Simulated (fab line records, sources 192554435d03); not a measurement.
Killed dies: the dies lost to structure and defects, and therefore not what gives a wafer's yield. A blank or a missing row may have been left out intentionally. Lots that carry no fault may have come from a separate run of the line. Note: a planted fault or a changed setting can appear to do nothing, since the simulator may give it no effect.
Matching of chambers	flow n5Finfet	N5_BEOL_M12_DESCUM_15 on rieDiel-03 has 4 sister chambers
The step chemistry O2, time 7.9 s. 14 wafers are shown with their chamber, then 7 later ones without.

== WAFERS WITH THEIR CHAMBER ==
wafer	chamber	drypumpMotorCurrentA (A)	showerheadPlenumPTorr (Torr)	throttleValvePct (%)
L074.1	2	5.6	2.20	20.63
L074.4	0	6.0	2.16	20.81
L074.5	0	6.0	2.16	20.82
L076.1	0	6.0	2.16	20.84
L076.3	2	5.7	2.20	20.63
L076.5	1	5.8	2.22	20.16
L079.2	0	6.0	2.15	20.49
L079.4	1	5.8	2.21	20.20
L079.6	2	5.7	2.19	20.67
L080.1	3	5.1	2.23	20.29
L080.2	0	6.0	2.15	20.50
L080.5	1	5.8	2.21	20.18
L088.1	3	5.1	2.23	20.30
L088.2	2	5.6	2.18	20.69

SIGNATURES (averages over the wafers above)
reading	chamber 0	chamber 1	chamber 2	chamber 3	scatter within a chamber
drypumpMotorCurrentA	6.000	5.800	5.650	5.100	0.0316
showerheadPlenumPTorr	2.1560	2.2133	2.1925	2.2300	0.00679
throttleValvePct	20.6920	20.1800	20.6550	20.2950	0.116
Rule: for a wafer and a chamber, the distance is found by dividing, reading by reading, the gap between the wafer's reading and the chamber's mean by the reading's scatter, squaring, summing and taking the root. If the next closest chamber is less than 2 further off than the closest, the wafer can't be placed; otherwise it belongs to the closest. How the scatter is found: for the shown wafers, subtract from each reading the mean of its chamber, square and add these, divide the total by (wafers less chambers), then take the root.

== WAFERS WITHOUT THEIR CHAMBER ==
wafer	drypumpMotorCurrentA (A)	showerheadPlenumPTorr (Torr)	throttleValvePct (%)
L088.3	6.0	2.15	20.51
L092.1	5.1	2.23	20.28
L092.4	5.6	2.18	20.67
L092.5	5.1	2.23	20.31
L094.1	5.7	2.18	20.71
L094.5	5.1	2.22	20.33
L094.6	5.7	2.18	20.69

== EACH ONE'S CHAMBER ==
wafer	from the rows above	in truth
L088.3	0	0
L092.1	3	3
L092.4	2	2
L092.5	3	3
L094.1	2	2
L094.5	3	3
L094.6	2	2
Correct placement for 7 of the 7. Not placeable from these rows: 0. Number placed wrongly: 0.
